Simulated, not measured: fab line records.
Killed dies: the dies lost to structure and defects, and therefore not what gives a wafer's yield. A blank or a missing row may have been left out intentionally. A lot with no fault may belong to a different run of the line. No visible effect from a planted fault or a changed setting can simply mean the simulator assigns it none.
Split-lot experiment ; flow n5Finfet ; 39 wafers read from 7 lots, route of 1938 steps

ON THE SPLIT
At N5_BEOL_M9_ILD_DEP_00 (deposits SiCOH lowk from DEMS/porogen, target thk 308.51 nm, time 58 s), the setting timeS was moved away from the recipe's 58 s on 15 of the 39 wafers read, by -26.6% to +43.6%. The other wafers ran this setting at the recipe's value.

BETWEEN THE SPLIT AND THE READING: the file shows 1 step in between
- N5_BEOL_M9_CURE_71: cures SiCOH lowk, time 240 s

THE READING
M9_ILD_THK, in nm, at N5_BEOL_M9_THK_MEAS_01. A value of 269 nm with a standard deviation of 3.5 nm is what fault-free wafers of this fab line usually give.

wafer;tool, chamber at the split;timeS as run, s;against the recipe;M9_ILD_THK, nm;against lot-mates on the recipe
L075.1;pecvd-01, 2,1;58;recipe;268;-
L075.2;pecvd-01, 2,1;58;recipe;268;-
L075.5;pecvd-01, 2;58;recipe;273;-
L077.1;pecvd-01, 1;58;recipe;261;-
L077.2;pecvd-01, 0;58;recipe;264;-
L077.3;pecvd-01, 0;75.2;+29.7%;344;+80
L077.4;pecvd-01, 1;75.2;+29.7%;345;+81
L077.5;pecvd-01, 0;75.2;+29.7%;347;+83
L077.6;pecvd-01, 1;58;recipe;267;-
L078.1;pecvd-02, 0;44.7;-22.9%;205;-66
L078.2;pecvd-02, 2;44.7;-22.9%;208;-63
L078.3;pecvd-02, 1;44.7;-22.9%;206;-65
L078.4;pecvd-02, 2;58;recipe;270;-
L078.5;pecvd-02, 0;58;recipe;269;-
L078.6;pecvd-02, 1;58;recipe;274;-
L080.1;pecvd-01, 2;42.58;-26.6%;197;-73
L080.2;pecvd-01, 0;58;recipe;266;-
L080.3;pecvd-01, 1;42.58;-26.6%;194;-76
L080.4;pecvd-01, 0;58;recipe;274;-
L080.5;pecvd-01, 1;42.58;-26.6%;201;-69
L080.6;pecvd-01, 2;58;recipe;270;-
L081.1;pecvd-03, 0,1;58;recipe;266;-
L081.2;pecvd-03, 2;58;recipe;267;-
L081.3;pecvd-03, 0,1;58;recipe;266;-
L081.4;pecvd-03, 0;58;recipe;268;-
L081.5;pecvd-03, 1;58;recipe;271;-
L081.6;pecvd-03, 2;58;recipe;268;-
L082.1;pecvd-01, 1;83.3;+43.6%;384;+114
L082.2;pecvd-01, 0;58;recipe;268;-
L082.3;pecvd-01, 2;83.3;+43.6%;388;+118
L082.4;pecvd-01, 2;58;recipe;272;-
L082.5;pecvd-01, 0;58;recipe;271;-
L082.6;pecvd-01, 1;83.3;+43.6%;393;+123
L089.1;pecvd-01, 2,1;58;recipe;271;-
L089.2;pecvd-01, 0;82.15;+41.6%;385;+112
L089.3;pecvd-01, 2,1;58;recipe;271;-
L089.4;pecvd-01, 2;58;recipe;278;-
L089.5;pecvd-01, 0;82.15;+41.6%;391;+118
L089.6;pecvd-01, 1;82.15;+41.6%;387;+114
If several chambers appear in one row, that row covers several wafers at once and the file leaves open which wafer was in which chamber.

THE FIT
A straight line over all 39 wafers: M9_ILD_THK changes by +2.74 nm for each +1% of timeS; r = +1.00; the points scatter about the line by 3.8 nm.
The same after taking each lot's own level away (the mean of its wafers on the recipe; 39 wafers): +2.74 nm for each +1%; r = +1.00; scatter 2.6 nm.
Per that fit: largest timeS move, reading shift of 1.2e+02 nm.
Measured against the standard deviation above, the lots' own levels, which go from 264.0 to 273.3 nm, span 2.7 times it.
Consequently the slope shifts little with the lot-to-lot level, the two slopes agreeing.
Check: for one of the wafers moved furthest among these (+43.6%), held out of the fit, the line's prediction against its lot-mates is +120 nm. It came out at +114 nm against them.

THE WHOLE CHAIN: every reading that the file lists as answering this split, in the file's order
step;what it does;reading;change (the file's fit);r (the file's)
N5_BEOL_M9_ILD_DEP_00;deposits SiCOH lowk from DEMS/porogen, target thk 308.51 nm, time 58 s;SiCOH_lowk_of_BEOL_M9_ILD_DEP_00.thkNm (the simulator's own value, which no gauge read);+3.08 nm for each +1% of the setting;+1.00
N5_BEOL_M9_CURE_71;cures SiCOH lowk, time 240 s;SiCOH_lowk_of_BEOL_M9_ILD_DEP_00.thkNm (the simulator's own value, which no gauge read);+2.74 nm for each +1% of the setting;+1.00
N5_BEOL_M9_THK_MEAS_01;;M9_ILD_THK;+2.73 for each +1% of the setting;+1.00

THE FILE'S OWN FIT
M9_ILD_THK changes by +2.73 nm for each +1% of timeS, r = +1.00.
